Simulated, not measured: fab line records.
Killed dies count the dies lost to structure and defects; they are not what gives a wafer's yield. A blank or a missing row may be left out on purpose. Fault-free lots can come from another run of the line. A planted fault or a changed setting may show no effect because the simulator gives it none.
Code-filled problem report in 8D (eight disciplines) form	flow n5-finfet	the parts of the form that need people (team, actions taken, sign-off) are left out

## 1. THE PROBLEM
Mean of raw-defect-count at N5_PMOS_HMC_CHANNEL_EPI_INSPECT_30: 1011 across 6 wafers in 2 lots; on wafers with no fault it is 19 (standard deviation 6.9). So: +99 or more standard deviations from the usual mean.
The step: inspects for defects (darkfield).
First seen on wafer L998.2, day 4 20:57, on defect-inspect-02. The record has a number at this step for 26 wafers belonging to 9 lots. The rule behind "out" and "out of limits": a value lying over 4 standard deviations away from the usual mean. The rest of the wafers with a number are treated as sound.

## 2. WHAT IT IS, WHAT IT ISN'T
question	is	is not
which readings at this step	raw-defect-count	-
which lots	L100, L998	L105, L107, L109, L987, L989, L990, L992
which wafers of those lots	all that have a number	-
read on which gauges	defect-inspect-02	defect-inspect-01
when	from day 4 20:57	up to then (12 sound wafers); but 8 sound wafers of L105, L107, L109 came after

## 3. SUSPECTS, AND WHAT RULES EACH OUT
Counting: a tool stays on the suspect list if, at a process step up to the reading, it processed all lots that are out and no sound lot following the first of them.
- the gauge at N5_PMOS_HMC_CHANNEL_EPI_INSPECT_30 has been ruled out. All the wafers that are out were read on defect-inspect-02, but those of them that N5_PASSIVATION_PROBE_49 has rows for are out there too, on other tools.
- cmp-03 at N5_PMOS_HMC_CHANNEL_EPI_CMP_21 (polishes SiGe30, target thk 54 nm): kept. It ran every lot that is out, first L998 (day 4 20:10), and no sound lot after that; its last sound lot up to then is L992 (day 3 08:16).
The count leaves cmp-03 at N5_PMOS_HMC_CHANNEL_EPI_CMP_21.

## 4. THE CAUSE (what the simulator had put in)
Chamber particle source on cmp-03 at N5_PMOS_HMC_CHANNEL_EPI_CMP_21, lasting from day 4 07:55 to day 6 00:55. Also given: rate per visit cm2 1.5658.
Counting left only this tool.

## 5. SEQUENCE OF EFFECTS, ordered by route
Each row: a reading where the mean over the struck wafers with a number is more than 3 standard deviations away from the usual. Only readings whose record carries a usual standard deviation are examined. hours: median over the lots of the time between each lot's start at the first step of this table that gives one and its start at this step. sigmas: the change, counted in usual standard deviations.
hours	step	reading	usual	on struck wafers	change	sigmas
0	N5_PMOS_HMC_CHANNEL_EPI_INSPECT_30	raw-defect-count	19	1011	+992	+99 or more
1	N5_FIN_SAQP_INSPECT_18	raw-defect-count	431	1479	+1048	+8.7
6	N5_FIN_SAQP_INSPECT_40	raw-defect-count	235	1205	+970	+16
273	N5_PASSIVATION_PROBE_49	defect-limited-yield	91.6 %	40.0	-51.6	-37
273	N5_PASSIVATION_PROBE_49	killed-at-front-end	39	663	+624	+57
273	N5_PASSIVATION_PROBE_49	killed-dies	99	708	+609	+38
273	N5_PASSIVATION_PROBE_49	killed-on-rim	12	91	+79	+23
273	N5_PASSIVATION_PROBE_49	sort_bin_5_function	4.8 %	38.3	+33.5	+38
273	N5_PASSIVATION_PROBE_49	sort_bin_6_memory	3.2 %	17.1	+13.9	+21
273	N5_PASSIVATION_PROBE_49	sort-n-pass	1077	472	-605	-21
273	N5_PASSIVATION_PROBE_49	sort-yield-pct	91.2 %	40.0	-51.2	-20
The process steps in it:
- N5_PASSIVATION_PROBE_49
Later measuring or inspecting steps at which every struck wafer that the step has a row for has a number for every such reading, and none has moved that far: N5_FIN_SAQP_THK_MEAS_07, N5_BEOL_M4_RC_MEAS_101.

## 6. HOW IT WOULD HAVE BEEN CAUGHT EARLIER
Counted from the fault's start at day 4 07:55, it took 13 hours until the first out-of-limits reading at a measuring or inspecting step in this record, taken at day 4 20:57.
Of the tool readings at N5_PMOS_HMC_CHANNEL_EPI_CMP_21 for which the record gives a usual standard deviation, none was out on any struck wafer, so an alarm limit of 4 standard deviations on them would not have fired.
Lots out: 2; of these, L100 started N5_PMOS_HMC_CHANNEL_EPI_CMP_21 on cmp-03 after day 4 20:57. Holding the tool at that time would have saved it.
